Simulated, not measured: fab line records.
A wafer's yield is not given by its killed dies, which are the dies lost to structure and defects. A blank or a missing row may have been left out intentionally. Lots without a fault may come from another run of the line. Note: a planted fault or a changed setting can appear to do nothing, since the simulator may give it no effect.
Matching of chambers ; flow n5_finfet ; N5_BEOL_M0_SAQP_STRIP_108 on rie_diel-05: 4 sister chambers
The step strips in N2/H2. 8 wafers are shown with their chamber, then 9 later ones without.

## EACH WAFER AND ITS CHAMBER
wafer;chamber;showerhead_plenum_p_Torr (Torr);drypump_motor_current_A (A)
L081.3;1;3.25;6.2
L083.1;0;3.44;5.9
L083.2;1;3.24;6.1
L085.2;2;3.41;5.3
L085.3;0;3.44;5.9
L089.1;2;3.40;5.3
L089.2;3;3.45;6.2
L089.6;3;3.45;6.2

## WAFERS MISSING THEIR CHAMBER
wafer;showerhead_plenum_p_Torr (Torr);drypump_motor_current_A (A)
L091.2;3.24;6.1
L091.3;3.45;6.2
L091.6;3.24;6.2
L093.1;3.43;5.9
L093.2;3.45;6.2
L093.5;3.43;5.9
L097.1;3.40;5.3
L097.4;3.43;5.9
L097.6;3.43;5.9

## THE CHAMBER EACH PASSED THROUGH
wafer;from the rows above;in truth
L091.2;1;1
L091.3;3;3
L091.6;1;1
L093.1;0;0
L093.2;3;3
L093.5;0;0
L097.1;2;2
L097.4;0;0
L097.6;0;0
Correct placement for 9 of the 9. From these rows, 0 cannot be placed. 0 placed wrongly.
How it was worked out, from the rows above alone: a wafer's distance from a chamber is the root of the sum, over the readings, of the square of ((its reading less the chamber's mean) divided by the reading's scatter). The wafer belongs to the nearest chamber; if the next one is less than 2 further off, it can't be placed. For every chamber, the mean is computed from those of its wafers that are shown. The scatter is the square root of a quotient: the sum, over the shown wafers, of each reading's squared deviation from its chamber's mean, divided by wafers minus chambers.
